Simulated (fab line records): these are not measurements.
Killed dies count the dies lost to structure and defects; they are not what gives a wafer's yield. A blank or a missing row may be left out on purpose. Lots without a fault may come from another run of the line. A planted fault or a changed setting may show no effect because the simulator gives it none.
fab line records	flow n5Finfet
record lots=6	wafers=18	lastDay=18
route steps=1938 shown BEOL_M10@1504 PASSIVATION@1936
lots that met no fault: from a run of the same line without faults
startH: the number of hours between the record's first day and the start of the first shown wafer of the lot	waitH: how many hours have passed since the lot's step before this one	" unchanged from the row above	L1.1+2: a single row standing in for several wafers	- value missing, or start not given	* or withheld: withheld	< > ~ a bound
route shown NAME@n: NAME is a module with steps in the file, n the number in the route of the first one	usual: mean and standard deviation over wafers with no fault	same: alike in all rows	chamber/n: place in a boat	sites: per-site readings	_std_site: standard deviation across them	_edge_site: mean of outer sites minus mean of inner sites	radiusMm: how far each site lies from the wafer's centre	mask NAME#n: copy n	behind: the most recent tool/chamber to have shaped the wafer	hold: reason for holding the lot/hours on hold/outcome of the hold	device: the n, p or np transistor that did not switch	end of line: the same wafers' tests at the end of the route	step lacking rows: just its recipe	killed: count of dies lost to structure and defects at first sort (not the wafer's yield)	map: per-die view of a wafer (x killed, . not killed, _ where there is no die)
set.NAME: setting as actually run; set.NAME@STEP: the setting as run at that earlier step	model.NAME: the simulator's own value behind a step, which no gauge read
lots seen at some steps along the route; tables by step, rows by wafer
services: when a tool's chamber went out of use (startH, in hours from the record's first day, below 0 if earlier), for how many hours, and the reason
## steps
# step N5_BEOL_M10_INSPECT_30
# recipe mode=adi	inspectInstrument=brightfield
# usual rawDefectCount=423/93
lot.wafer	tool	chamber	startH	waitH	rawDefectCount
L632.3	defectInspect-02	-	267.50	0.0	391
L632.4	"	-	"	"	452
L632.5	"	-	"	"	486
L633.2	defectInspect-01	-	267.92	0.0	397
L633.3	"	-	"	"	358
L633.5	"	-	"	"	353
L635.1	defectInspect-01	-	283.72	0.0	432
L635.5	"	-	"	"	440
L635.6	"	-	"	"	697
L639.1	defectInspect-02	-	323.41	0.0	609
L639.2	"	-	"	"	631
L639.5	"	-	"	"	496
L643.1	defectInspect-01	-	340.58	0.0	531
L643.2	"	-	"	"	589
L643.3	"	-	"	"	552
L649.1	defectInspect-02	-	378.27	0.0	471
L649.4	"	-	"	"	375
L649.6	"	-	"	"	519
# step N5_BEOL_M10_DESCUM_33
# recipe chemistry=O2	timeS=7.9	sourcePowerW=50	biasPowerW=20	pressureMtorr=20	rfFrequencyHz=2.712e+07	tempC=40	resist=CAR-ArF	o2FlowSccm=225
# usual drypumpMotorCurrentA=5.5/0.45	oesProductAu=0.78/0.072	rfVppV=243.3/1.4	showerheadPlenumPTorr=2.11/0.078	throttleValvePct=20.43/0.17
lot.wafer	tool	chamber	startH	waitH	drypumpMotorCurrentA	oesProductAu	rfHoursCounterH	rfVppV	showerheadPlenumPTorr	throttleValvePct
L632.3	rieDiel-04	2	267.53	0.0	4.7	0.84	53	243.1	2.11	20.43
L632.4	"	1	"	"	5.8	0.77	148	241.3	2.12	20.59
L632.5	"	0	"	"	5.6	0.92	-	244.9	2.24	20.23
L633.2	rieDiel-02	0	268.37	0.4	6.1	0.76	153	242.5	1.98	20.35
L633.3	"	1	"	"	5.2	0.72	157	242.0	2.08	20.37
L633.5	"	3	"	"	4.8	0.81	-	243.9	2.15	20.72
L635.1	rieDiel-02	3	283.76	0.0	4.9	0.80	84	243.5	2.15	20.73
L635.5	"	2	"	"	5.8	0.75	-	244.9	2.15	20.20
L635.6	"	3	"	"	4.9	0.80	-	244.7	2.15	20.73
L639.1	rieDiel-02	2	323.57	0.2	5.8	0.74	152	243.4	2.15	20.22
L639.2	"	0	"	"	6.2	0.74	173	241.5	1.97	20.37
L639.5	"	1	"	"	5.2	0.70	-	242.4	2.07	20.40
L643.1	rieDiel-04	0	340.62	0.0	5.6	0.88	51	245.6	2.23	20.29
L643.2	"	2	"	"	4.7	0.82	82	242.5	2.10	20.47
L643.3	"	3	"	"	5.7	0.96	4	244.4	2.15	20.21
L649.1	rieDiel-04	2	378.85	0.6	4.8	0.81	92	244.3	2.10	20.50
L649.4	"	1	"	"	5.8	0.74	184	243.8	2.11	20.65
L649.6	"	0	"	"	5.5	0.87	-	245.1	2.23	20.30
# step N5_BEOL_M10_ETCH_65
# recipe chemistry=CF4	target=SiARC	targetDepthA=390	maskMaterial=CAR-ArF	timeS=65	ionEnergyEv=80	pressureMtorr=40	sourceW=545	biasW=36	Ar_flow_sccm=100	cf4FlowSccm=100	ends=cleared
# step N5_BEOL_M10_ETCH_66
# recipe chemistry=N2/H2	target=SOC	targetDepthA=1200	overetchA=240	maskMaterial=SiARC	tempC=40	timeS=180	ionEnergyEv=200	pressureMtorr=30	sourceW=840	biasW=150	n2FlowSccm=200	h2FlowSccm=200
# step N5_BEOL_M10_STRIP_69
# recipe chemistry=N2/H2	tempC=40	n2FlowSccm=200	h2FlowSccm=200	rfFrequencyHz=6e+07
# step N5_BEOL_M10_VIA_ETCH_34
# recipe chemistry=C4F6/O2	target=SiCOH_lowk	targetDepthA=1845	maskMaterial=SOC	taperDeg=4	timeS=69.2	ionEnergyEv=250	pressureMtorr=30	sourceW=345	biasW=185	Ar_flow_sccm=300	C4F6_flow_sccm=10	O2_flow_sccm=10
# step N5_BEOL_M10_STRIP_73
# recipe chemistry=C4F6/O2	resist=SiARC	rfFrequencyHz=6e+07
# step N5_BEOL_M10_STRIP_36
# recipe chemistry=N2/H2	powerW=450	tempC=40	pressureMtorr=20	rfFrequencyHz=6e+07	overashFraction=0.3	biasPowerW=7	h2Frac=0.5	n2FlowSccm=200	h2FlowSccm=200
# usual biasPowerW=6.998/0.021	chamberPressureMTorr=20.00/0.044	drypumpMotorCurrentA=5.5/0.45	n2FlowSccm=200.0/0.6	oesProductAu=0.78/0.071	rfVppV=59.1/1.8	showerheadPlenumPTorr=2.56/0.1	throttleValvePct=23.81/0.25
lot.wafer	tool	chamber	startH	waitH	biasPowerW	chamberPressureMTorr	drypumpMotorCurrentA	n2FlowSccm	oesProductAu	rfHoursCounterH	rfVppV	showerheadPlenumPTorr	throttleValvePct
L632.3	rieDiel-04	2	267.81	0.0	7.022	20.00	4.7	200.1	0.85	53	61.1	2.61	24.15
L632.4	"	1	"	"	7.046	19.98	5.8	199.6	0.78	149	60.9	2.54	23.63
L632.5	"	0	"	"	6.968	20.07	5.5	199.9	0.91	-	59.2	2.72	23.76
L633.2	rieDiel-02	0	268.64	0.0	6.993	19.94	6.2	199.9	0.78	154	58.6	2.41	23.60
L633.3	"	1	"	"	6.983	20.01	5.2	199.6	0.72	157	60.9	2.53	23.83
L633.5	"	3	"	"	6.968	20.02	4.9	201.2	0.81	-	58.9	2.60	23.99
L635.1	rieDiel-02	3	284.03	0.0	7.042	20.02	4.9	199.3	0.82	84	60.5	2.60	23.96
L635.5	"	2	"	"	6.974	20.03	5.8	200.0	0.74	-	58.5	2.67	24.09
L635.6	"	3	"	"	6.994	19.97	4.9	200.2	0.82	-	59.6	2.60	23.97
L639.1	rieDiel-02	2	323.84	0.0	6.974	20.02	5.8	200.0	0.74	152	58.3	2.67	24.14
L639.2	"	0	"	"	6.973	20.00	6.1	200.0	0.74	173	59.5	2.41	23.65
L639.5	"	1	"	"	6.978	19.94	5.2	200.1	0.71	-	58.3	2.53	23.88
L643.1	rieDiel-04	0	340.89	0.0	6.993	19.93	5.5	200.4	0.87	51	59.3	2.71	23.78
L643.2	"	2	"	"	7.002	20.09	4.8	199.7	0.82	82	60.3	2.60	24.17
L643.3	"	3	"	"	7.030	19.92	5.7	199.6	0.96	4	61.0	2.60	23.71
L649.1	rieDiel-04	2	379.12	0.0	7.000	20.01	4.8	200.6	0.80	92	59.4	2.59	24.19
L649.4	"	1	"	"	7.003	20.03	5.8	199.5	0.74	184	58.4	2.53	23.63
L649.6	"	0	"	"	7.004	19.95	5.5	200.0	0.85	-	63.9	2.71	23.78
# step N5_BEOL_M10_TRENCH_ETCH_37
# recipe chemistry=C4F6/O2	targetDepthA=1488.3	target=SiCOH_lowk	timeS=48	ionEnergyEv=250	pressureMtorr=30	sourceW=345	biasW=185	Ar_flow_sccm=300	C4F6_flow_sccm=10	O2_flow_sccm=10
# step N5_BEOL_M10_ETCH_41
# recipe chemistry=CH3F/O2	target=SiCN	targetDepthA=426	taperDeg=2	timeS=86	ionEnergyEv=120	maskMaterial=TiN	pressureMtorr=30	sourceW=395	biasW=75	Ar_flow_sccm=150	CH3F_flow_sccm=30	O2_flow_sccm=20
# usual drypumpMotorCurrentA=5.5/0.45	oesProductAu=0.78/0.073	rfVppV=297.6/1.6	showerheadPlenumPTorr=2.01/0.073	throttleValvePct=16.33/0.18
lot.wafer	tool	chamber	startH	waitH	drypumpMotorCurrentA	oesProductAu	rfHoursCounterH	rfVppV	showerheadPlenumPTorr	throttleValvePct
L632.3	rieDiel-04	2	-	-	4.7	0.85	53	296.6	2.04	16.45
L632.4	"	1	"	"	5.8	0.77	149	299.0	2.04	16.46
L632.5	"	0	"	"	5.6	0.93	-	299.5	2.12	15.96
L633.2	rieDiel-02	0	-	-	6.1	0.76	154	295.3	1.90	16.38
L633.3	"	1	"	"	5.2	0.72	157	296.9	2.01	16.37
L633.5	"	3	"	"	4.9	0.81	-	299.6	2.02	16.33
L635.1	rieDiel-02	3	-	-	4.9	0.81	84	298.5	2.02	16.34
L635.5	"	2	"	"	5.8	0.72	-	299.0	2.11	16.35
L635.6	"	3	"	"	4.9	0.82	-	297.1	2.02	16.35
L639.1	rieDiel-02	2	-	-	5.8	0.72	152	298.5	2.10	16.38
L639.2	"	0	"	"	6.2	0.75	173	294.8	1.90	16.41
L639.5	"	1	"	"	5.2	0.71	-	296.8	2.00	16.42
L643.1	rieDiel-04	0	-	-	5.5	0.88	51	299.9	2.11	16.00
L643.2	"	2	"	"	4.7	0.81	82	297.9	2.03	16.47
L643.3	"	3	"	"	5.6	0.97	4	297.8	2.05	16.00
L649.1	rieDiel-04	2	-	-	4.8	0.81	92	296.5	2.03	16.52
L649.4	"	1	"	"	5.8	0.74	184	297.1	2.02	16.51
L649.6	"	0	"	"	5.6	0.87	-	298.9	2.11	16.03
# step N5_BEOL_M10_STRIP_77
# recipe chemistry=N2/H2	timeS=10	powerW=450	tempC=40	pressureMtorr=20	rfFrequencyHz=6e+07	biasPowerW=7	n2FlowSccm=200	h2FlowSccm=200
# usual biasPowerW=7.001/0.025	chamberPressureMTorr=19.998/0.024	drypumpMotorCurrentA=5.5/0.45	n2FlowSccm=200.1/0.56	oesProductAu=0.78/0.071	rfVppV=59.2/0.86	showerheadPlenumPTorr=2.56/0.1	throttleValvePct=23.81/0.25
lot.wafer	tool	chamber	startH	waitH	biasPowerW	chamberPressureMTorr	drypumpMotorCurrentA	n2FlowSccm	oesProductAu	rfHoursCounterH	rfVppV	showerheadPlenumPTorr	throttleValvePct
L632.3	rieDiel-04	2	-	-	7.019	20.024	4.8	199.8	0.85	53	59.6	2.61	24.12
L632.4	"	1	"	"	7.026	19.997	5.8	199.3	0.78	149	60.0	2.54	23.58
L632.5	"	0	"	"	7.014	20.004	5.5	200.2	0.93	-	59.4	2.72	23.75
L633.2	rieDiel-02	0	-	-	6.991	20.004	6.1	200.1	0.76	154	59.2	2.41	23.63
L633.3	"	1	"	"	7.042	20.006	5.2	199.7	0.72	157	59.5	2.53	23.82
L633.5	"	3	"	"	7.019	20.008	4.9	200.9	0.81	-	59.4	2.60	23.95
L635.1	rieDiel-02	3	-	-	7.026	19.999	4.9	200.3	0.81	84	60.8	2.60	23.97
L635.5	"	2	"	"	7.027	19.994	5.8	199.4	0.75	-	57.7	2.68	24.11
L635.6	"	3	"	"	7.014	19.998	4.9	200.3	0.81	-	60.6	2.60	23.98
L639.1	rieDiel-02	2	-	-	7.013	19.971	5.8	200.2	0.74	152	58.1	2.67	24.13
L639.2	"	0	"	"	6.948	20.023	6.2	199.9	0.75	173	58.6	2.40	23.63
L639.5	"	1	"	"	6.973	19.996	5.2	199.3	0.70	-	59.9	2.52	23.84
L643.1	rieDiel-04	0	-	-	7.028	19.992	5.5	199.6	0.87	51	59.2	2.71	23.80
L643.2	"	2	"	"	6.963	19.981	4.7	199.8	0.82	82	58.1	2.60	24.20
L643.3	"	3	"	"	6.989	20.010	5.7	199.5	0.96	4	59.7	2.60	23.69
L649.1	rieDiel-04	2	-	-	6.980	19.997	4.8	200.9	0.81	92	59.3	2.59	24.19
L649.4	"	1	"	"	6.971	19.978	5.8	199.8	0.74	184	60.9	2.53	23.65
L649.6	"	0	"	"	6.990	20.013	5.6	199.9	0.85	-	58.9	2.71	23.79
# step N5_BEOL_M10_OCD_MEAS_38
# usual trenchDepthNm=149/4
lot.wafer	tool	chamber	startH	waitH	trenchDepthNm
L632.3	ocd-01	-	268.03	-	149
L632.4	"	-	"	"	148
L632.5	"	-	"	"	156
L633.2	ocd-02	-	268.86	-	151
L633.3	"	-	"	"	150
L633.5	"	-	"	"	152
L635.1	ocd-02	-	284.25	-	151
L635.5	"	-	"	"	139
L635.6	"	-	"	"	151
L639.1	ocd-02	-	324.07	-	140
L639.2	"	-	"	"	150
L639.5	"	-	"	"	148
L643.1	ocd-01	-	341.11	-	155
L643.2	"	-	"	"	149
L643.3	"	-	"	"	152
L649.1	ocd-01	-	379.34	-	152
L649.4	"	-	"	"	147
L649.6	"	-	"	"	156
# step N5_BEOL_M10_HM_STRIP_39
# recipe chemistry=peroxideTinStrip	material=TiN	targetDepthA=250	tempC=50	timeS=158
# usual bathGuardTempC=50.1/0.5	bathHeatDutyPct=7.3/0.96
lot.wafer	tool	chamber	startH	waitH	bathGuardTempC	bathHeatDutyPct	model.TiN_of_BEOL_M10_HM_DEP_02.thkNm
L632.3	wetBench-02	7	268.06	0.0	50.6	10.9	0
L632.4	"	4	"	"	49.9	7.3	0
L632.5	"	3	"	"	49.7	5.8	0
L633.2	wetBench-04	3	268.89	0.0	-	-	16.2
L633.3	"	6	"	"	-	-	15.6
L633.5	"	5	"	"	-	-	15.4
L635.1	wetBench-05	2	284.28	0.0	-	-	16.4
L635.5	"	3	"	"	-	-	16.6
L635.6	"	0	"	"	-	-	16.4
L639.1	wetBench-02	4	324.10	0.0	49.6	7.5	0
L639.2	"	6	"	"	50.5	7.0	0
L639.5	"	5	"	"	50.1	7.0	0
L643.1	wetBench-05	5	341.14	0.0	50.7	6.0	0
L643.2	"	6	"	"	50.5	8.0	0
L643.3	"	1	"	"	49.5	7.4	0
L649.1	wetBench-05	4	379.40	0.1	50.0	6.7	0
L649.4	"	6	"	"	50.2	8.0	0
L649.6	"	5	"	"	50.9	6.1	0
# step N5_BEOL_M10_SRD_40
# recipe timeS=30	tempC=23	rinseLiquid=diw	dry=ipaMarangoni
# step N5_BEOL_M10_PRECLEAN_42
# recipe chemistry=residueRemover	timeS=60	tempC=40
lot.wafer	tool	chamber	startH	waitH	model.TiN_of_BEOL_M10_HM_DEP_02.thkNm
L632.3+4+5	wetBench-02	7,4,3	268.12	0.0	0
L633.2	wetBench-04	3	268.96	0.0	5.2
L633.3	"	6	"	"	4.6
L633.5	"	5	"	"	4.4
L635.1+6	wetBench-05	2,0	284.35	0.0	5.4
L635.5	"	3	"	"	5.6
L639.1+2+5	wetBench-02	4,6,5	324.17	0.0	0
L643.1+2+3	wetBench-05	5,6,1	341.20	0.0	0
L649.1+4+6	wetBench-05	4,6,5	379.47	0.0	0
# step N5_BEOL_M10_SRD_43
# recipe timeS=30	tempC=23	rinseLiquid=diw	dry=ipaMarangoni
# step N5_BEOL_M10_CD_MEAS_35
# recipe targetCdNm=70	polarity=opening
# usual cdNm=70.1/1
lot.wafer	tool	chamber	startH	waitH	cdNm
L632.3	cdSem-03	-	268.18	0.0	69.5
L632.4	"	-	"	"	69.1
L632.5	"	-	"	"	70.3
L633.2	cdSem-03	-	269.02	0.0	70.8
L633.3	"	-	"	"	69.4
L633.5	"	-	"	"	69.5
L635.1	cdSem-01	-	284.40	0.0	70.0
L635.5	"	-	"	"	70.0
L635.6	"	-	"	"	71.2
L639.1	cdSem-01	-	324.23	0.0	72.4
L639.2	"	-	"	"	71.2
L639.5	"	-	"	"	72.0
L643.1	cdSem-01	-	341.26	0.0	68.2
L643.2	"	-	"	"	68.6
L643.3	"	-	"	"	69.2
L649.1	cdSem-01	-	379.52	0.0	70.2
L649.4	"	-	"	"	69.4
L649.6	"	-	"	"	69.6
# step N5_BEOL_M10_CURE_72
# recipe tempC=370	timeS=120	ambient=DMADMS/He	material=SiCOH_lowk
# step N5_BEOL_M10_DEGAS_44
# recipe ambient=vacuum	tempC=250	timeS=60
# step N5_BEOL_M10_PRE_CLEAN_45
# recipe gas=H2/He	timeS=30	tempC=250
# usual heaterPowerW=336/34
lot.wafer	tool	chamber	startH	waitH	heaterPowerW
L632.3	pvdSputter-03	-	268.62	0.0	265
L632.4	"	-	"	"	298
L632.5	"	-	"	"	261
L633.2	pvdSputter-02	-	271.46	0.0	367
L633.3	"	-	"	"	390
L633.5	"	-	"	"	319
L635.1	pvdSputter-02	-	285.13	0.0	348
L635.5	"	-	"	"	367
L635.6	"	-	"	"	339
L639.1	pvdSputter-02	-	327.29	0.0	336
L639.2	"	-	"	"	317
L639.5	"	-	"	"	389
L643.1	pvdSputter-02	-	342.59	0.0	346
L643.2	"	-	"	"	395
L643.3	"	-	"	"	357
L649.1	pvdSputter-03	-	382.06	0.0	294
L649.4	"	-	"	"	330
L649.6	"	-	"	"	296
# step N5_BEOL_M10_ALD_74
# recipe material=TaN	targetThkA=20	tempC=275	aldPrecursorFamily=PDMAT	aldCoReactant=NH3	pressureTorr=3	carrierFlowSccm=1500	pulseTimeS=2	purgeTimeS=3	coReactantPurgeTimeS=2	coReactantPulseTimeS=3	aldCycles=40	precursorVesselTempC=75	precursorVesselPressureTorr=26.25	precursorVesselCarrierSccm=1000
# step N5_BEOL_M10_SURFACE_TREAT_76
# recipe gas=Ar	timeS=*	ionEnergyEv=*	ionCurrentMaCm2=0.5	pressureMtorr=*	arFlowSccm=30
# step N5_BEOL_M10_CVD_75
# recipe material=Co	targetThkA=20	tempC=withheld	precursor=CCTBA/H2	pressureTorr=30	timeS=138.9
# step N5_BEOL_M10_SPUTTER_48
# recipe material=Cu	targetThkA=120	tempC=-20	biasV=60	powerW=26000	chamberPressurePa=0.13	timeS=2
# step N5_BEOL_M10_ECD_50
# recipe material=Cu	targetThkA=3180
# step N5_BEOL_M10_ANNEAL_51
# recipe tempC=225	timeS=90	ambient=N2
# step N5_BEOL_M10_CMP_52
# recipe stopOn=SiCOH_lowk	tOverpolishS=7	downForcePsi=1	platenRpm=50	clearingPlatenDownForcePsi=1.5	clearingPlatenRpm=50	postCmpClean=cuAlkaline	targetThkNm=140	clearingPlatenPadVelocityMS=0.99484	padVelocityMS=0.99484
# usual barrierFieldEndpointS=28.9/0.95	clearingPlatenRpm=50.003/0.029	motorCurrentA=6.1/0.68
lot.wafer	tool	chamber	startH	waitH	barrierFieldEndpointS	clearingPlatenRpm	motorCurrentA
L632.4	cmp-03	2	269.98	0.1	29.4	49.996	6.1
L632.3	"	3	"	"	29.1	49.947	6.7
L632.5	"	2	"	"	28.8	50.017	5.9
L633.3	cmp-03	3	272.55	0.2	35.8	50.064	6.7
L633.2	"	1	"	"	32.3	50.007	5.4
L633.5	"	0	"	"	34.7	50.057	5.3
L635.1	cmp-02	0	286.60	0.3	35.2	49.949	6.1
L635.5	"	0	"	"	34.7	49.964	6.3
L635.6	"	1	"	"	34.9	49.991	5.7
L639.1	cmp-03	1	329.84	0.3	26.4	49.996	5.5
L639.2	"	2	"	"	28.7	50.038	6.0
L639.5	"	1	"	"	27.4	50.022	5.6
L643.2	cmp-03	3	344.70	0.2	29.6	50.037	7.1
L643.3	"	1	"	"	27.2	49.947	5.6
L643.1	"	2	"	"	29.5	49.987	5.9
L649.4	cmp-03	2	386.12	0.2	29.8	50.010	6.0
L649.1	"	3	"	"	30.3	49.993	7.4
L649.6	"	1	"	"	27.7	49.992	5.2
# step N5_BEOL_M10_THK_MEAS_53
# recipe thkMeasGauge=xrf	reads=Cu_of_BEOL_M10_ECD_50
# usual M10_THK=141/4.2
lot.wafer	tool	chamber	startH	waitH	M10_THK[nm]
L632.3	filmMetro-01	-	270.28	-	141
L632.4	"	-	"	"	141
L632.5	"	-	"	"	148
L633.2	filmMetro-01	-	272.85	-	140
L633.3	"	-	"	"	143
L633.5	"	-	"	"	144
L635.1	filmMetro-01	-	286.89	-	143
L635.5	"	-	"	"	132
L635.6	"	-	"	"	142
L639.1	filmMetro-02	-	330.10	-	129
L639.2	"	-	"	"	140
L639.5	"	-	"	"	137
L643.1	filmMetro-01	-	345.00	-	146
L643.2	"	-	"	"	141
L643.3	"	-	"	"	141
L649.1	filmMetro-02	-	386.34	-	144
L649.4	"	-	"	"	137
L649.6	"	-	"	"	144
# step N5_PASSIVATION_PROBE_49
# usual killed_at_M0_to_M3=34/11	killed_at_M4_up=14/5.6	killedAtContacts=13/5.9	killedAtFrontEnd=40/11	killedAtOther=4/3.1	killedDies=105/16	killedOpen=68/11	killedShort=34/8.4
# same grossDies=1180	killedAtBackSide=0
lot.wafer	tool	chamber	startH	waitH	killed_at_M0_to_M3	killed_at_M4_up	killedAtContacts	killedAtFrontEnd	killedAtOther	killedDies	killedOpen	killedShort
L632.3	prober-01	-	317.55	0.1	35	16	9	51	1	112	74	35
L632.4	prober-01	-	317.60	0.2	36	10	13	23	0	82	43	39
L632.5	prober-01	-	317.65	0.2	31	13	13	42	1	100	62	38
L633.2	prober-02	-	320.22	0.1	45	13	20	32	1	111	75	32
L633.3	prober-02	-	320.27	0.1	38	16	20	43	2	119	86	19
L633.5	prober-02	-	320.37	0.2	41	17	16	41	5	120	88	28
L635.1	prober-01	-	346.00	0.0	42	13	16	27	1	99	57	40
L635.5	prober-01	-	346.20	0.2	38	18	7	40	2	105	60	45
L635.6	prober-01	-	346.25	0.3	47	15	10	65	3	140	87	45
L639.1	prober-01	-	389.25	0.0	41	16	17	35	5	114	79	34
L639.2	prober-01	-	389.30	0.1	39	9	18	44	4	114	77	36
L639.5	prober-01	-	389.45	0.2	40	19	15	51	6	131	88	41
L643.1	prober-01	-	402.73	0.0	33	15	13	38	4	103	74	28
L643.2	prober-01	-	402.78	0.1	26	6	10	25	10	77	45	32
L643.3	prober-01	-	402.83	0.1	33	16	5	38	7	99	64	35
# killed by level:class
L632.3 FIN_SAQP:geometricParticle:open=12 BEOL_M4:geometricParticle:open=11 BEOL_M1:geometricParticle:open=9 MOL_CONTACT_COAG:geometricParticle:open=8 BEOL_M0_SAQP:geometricParticle:open=8 GATE_CUT:geometricParticle:short=7 FIN_SAQP:geometricParticle:short=5 FIN_CUT:geometricParticle:open=5
L632.4 MOL_CONTACT_COAG:geometricParticle:open=11 BEOL_M1:geometricParticle:short=8 BEOL_M3:geometricParticle:short=6 BEOL_M3:geometricParticle:open=6 BEOL_M0_SAQP:geometricParticle:open=5 GATE_CUT:geometricParticle:open=4 GATE_CUT:geometricParticle:short=4 BEOL_M0_SAQP:geometricParticle:short=4
L632.5 FIN_SAQP:geometricParticle:open=13 MOL_CONTACT_COAG:geometricParticle:open=9 FIN_SAQP:geometricParticle:short=7 BEOL_M1:geometricParticle:open=7 STI_FIN_REVEAL:geometricParticle:open=6 BEOL_M0_SAQP:geometricParticle:short=6 BEOL_M0:geometricParticle:open=5 BEOL_M4:geometricParticle:open=5
L633.2 MOL_CONTACT_COAG:geometricParticle:open=17 BEOL_M3:geometricParticle:open=12 BEOL_M0_SAQP:geometricParticle:short=10 BEOL_M0_SAQP:geometricParticle:open=8 BEOL_M4:geometricParticle:open=8 FIN_SAQP:geometricParticle:short=7 BEOL_M2:geometricParticle:open=7 DUMMY_GATE:geometricParticle:open=5
L633.3 MOL_CONTACT_COAG:geometricParticle:open=19 BEOL_M0_SAQP:geometricParticle:open=14 HKMG_FIN:areaEtch=11 STI_FIN_REVEAL:geometricParticle:open=10 BEOL_M0_SAQP:geometricParticle:short=7 BEOL_M4:geometricParticle:open=7 FIN_SAQP:geometricParticle:open=6 BEOL_M2:geometricParticle:open=5
L633.5 MOL_CONTACT_COAG:geometricParticle:open=12 STI_FIN_REVEAL:geometricParticle:open=11 BEOL_M2:geometricParticle:open=9 FIN_SAQP:geometricParticle:open=8 BEOL_M3:geometricParticle:open=8 BEOL_M4:geometricParticle:open=7 BEOL_M0:geometricParticle:open=7 BEOL_M0_SAQP:geometricParticle:short=5
L635.1 BEOL_M2:geometricParticle:open=10 MOL_CONTACT_COAG:geometricParticle:open=9 BEOL_M0_SAQP:geometricParticle:open=9 BEOL_M0_SAQP:geometricParticle:short=8 BEOL_M1:geometricParticle:short=8 FIN_SAQP:geometricParticle:short=5 FIN_SAQP:geometricParticle:open=5 MOL_CONTACT_COAG:geometricParticle:short=5
L635.5 BEOL_M4:geometricParticle:open=14 BEOL_M0_SAQP:geometricParticle:short=12 FIN_SAQP:geometricParticle:short=10 GATE_CUT:geometricParticle:short=8 BEOL_M0_SAQP:geometricParticle:open=7 MOL_CONTACT_COAG:geometricParticle:open=7 GATE_CUT:geometricParticle:open=6 FIN_SAQP:geometricParticle:open=4
L635.6 FIN_SAQP:geometricParticle:open=22 BEOL_M0_SAQP:geometricParticle:short=15 BEOL_M0_SAQP:geometricParticle:open=14 STI_FIN_REVEAL:geometricParticle:open=8 GATE_CUT:geometricParticle:open=8 HKMG_FIN:areaEtch=7 MOL_CONTACT_COAG:geometricParticle:open=6 GATE_CUT:geometricParticle:short=5
L639.1 MOL_CONTACT_COAG:geometricParticle:open=15 BEOL_M0_SAQP:geometricParticle:open=14 BEOL_M1:geometricParticle:open=9 FIN_SAQP:geometricParticle:short=8 BEOL_M4:geometricParticle:open=8 BEOL_M0_SAQP:geometricParticle:short=7 DUMMY_GATE:geometricParticle:open=5 GATE_CUT:geometricParticle:open=4
L639.2 MOL_CONTACT_COAG:geometricParticle:open=17 STI_FIN_REVEAL:geometricParticle:open=11 BEOL_M0_SAQP:geometricParticle:open=10 BEOL_M0:geometricParticle:open=10 FIN_SAQP:geometricParticle:short=9 BEOL_M0_SAQP:geometricParticle:short=8 BEOL_M4:geometricParticle:open=7 STARTING-WAFER:geometricParticle:short=5
L639.5 STI_FIN_REVEAL:geometricParticle:open=16 MOL_CONTACT_COAG:geometricParticle:open=12 BEOL_M4:geometricParticle:open=12 BEOL_M0_SAQP:geometricParticle:open=11 BEOL_M0_SAQP:geometricParticle:short=11 DUMMY_GATE:geometricParticle:open=9 BEOL_M1:geometricParticle:open=7 FIN_SAQP:geometricParticle:short=6
L643.1 FIN_SAQP:geometricParticle:open=12 MOL_CONTACT_COAG:geometricParticle:open=11 BEOL_M0_SAQP:geometricParticle:open=11 FIN_SAQP:geometricParticle:short=6 BEOL_M0_SAQP:geometricParticle:short=6 BEOL_M1:geometricParticle:open=6 BEOL_M7:geometricParticle:open=5 DUMMY_GATE:geometricParticle:open=4
L643.2 BEOL_M0_SAQP:geometricParticle:short=9 MOL_CONTACT_COAG:geometricParticle:open=8 BEOL_M0_SAQP:geometricParticle:open=8 FIN_SAQP:geometricParticle:short=7 FIN_SAQP:geometricParticle:open=6 BEOL_M3:geometricParticle:open=5 MIM_TOP_ETCH:geometricParticle:short=4 DUMMY_GATE:geometricParticle:open=4
L643.3 FIN_SAQP:geometricParticle:short=16 BEOL_M0_SAQP:geometricParticle:open=9 BEOL_M1:geometricParticle:open=9 FIN_SAQP:geometricParticle:open=7 BEOL_M0_SAQP:geometricParticle:short=7 BEOL_M4:geometricParticle:open=6 BEOL_M7:geometricParticle:open=6 MOL_CONTACT_COAG:geometricParticle:open=5
## services
tool	chamber	startH	hours	kind
wetBench-04	-	243.70	4.4	pm
cmp-02	-	248.49	1.5	repair
rieDiel-02	2	251.79	2.0	repair
rieDiel-02	0	254.07	3.1	repair
cmp-02	-	265.06	3.1	repair
cmp-02	-	288.20	4.3	pm
cmp-03	-	294.10	1.2	repair
cmp-03	-	300.72	0.5	repair
rieDiel-04	1	304.65	10.7	repair
wetBench-05	-	309.59	0.6	repair
rieDiel-04	3	315.41	-	clean
rieDiel-04	3	315.41	-	consumableReplace:focusRing
rieDiel-04	3	315.41	16.5	scheduledDown
rieDiel-04	3	315.41	16.5	ventCycle
rieDiel-02	-	322.87	0.1	repair
cmp-03	-	331.59	4.0	pm
cmp-03	-	335.59	-	consumableReplace:conditioner
cmp-03	-	335.59	-	consumableReplace:pad
rieDiel-04	-	344.56	3.4	repair
rieDiel-02	3	357.61	11.6	repair
rieDiel-04	0	361.76	5.4	repair
cmp-02	-	366.63	2.7	repair
rieDiel-04	2	370.83	6.1	repair
## key
firstSign step=N5_BEOL_M10_HM_STRIP_39	reading=toolRecord	direction=missing
effect step=N5_BEOL_M10_CMP_52	reading=barrierFieldEndpointS	direction=up	sigmas=6	usual=28.9	struck=34.6
modelEffect step=N5_BEOL_M10_HM_STRIP_39	value=TiN_of_BEOL_M10_HM_DEP_02.thkNm	without=0	struck=16.1
modelEffect step=N5_BEOL_M10_PRECLEAN_42	value=TiN_of_BEOL_M10_HM_DEP_02.thkNm	without=0	struck=5.1
metAt N5_BEOL_M10_HM_STRIP_39
struckWafers L633.2,L633.3,L633.5,L635.1,L635.5,L635.6
testerLeftOut L635
baselineLoss step=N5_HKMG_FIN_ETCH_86	wafers=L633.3
earlierFault kind=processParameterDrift	tool=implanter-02	chamber=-	onsetH=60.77	steps=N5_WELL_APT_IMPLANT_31	channel=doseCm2	offset=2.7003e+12	shape=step	actsIn=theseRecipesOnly	stated=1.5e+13
fault kind=skippedStepWhole	tool=wetBench-04,wetBench-05	chamber=-	onsetH=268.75	steps=N5_BEOL_M10_HM_STRIP_39	scope=struckLotsOnly
# testerLeftOut: of these lots the tester's yield and bins aren't shown, on N5 and GAA mostly nor the transistor test; their killed dies are dies lost to structure and defects alone, not to doping, threshold or leakage, so they don't give the yield
# baselineLoss: these wafers lose ten dies or more at that step, a loss of the line's own and not of a fault; the sort's usual values leave them out
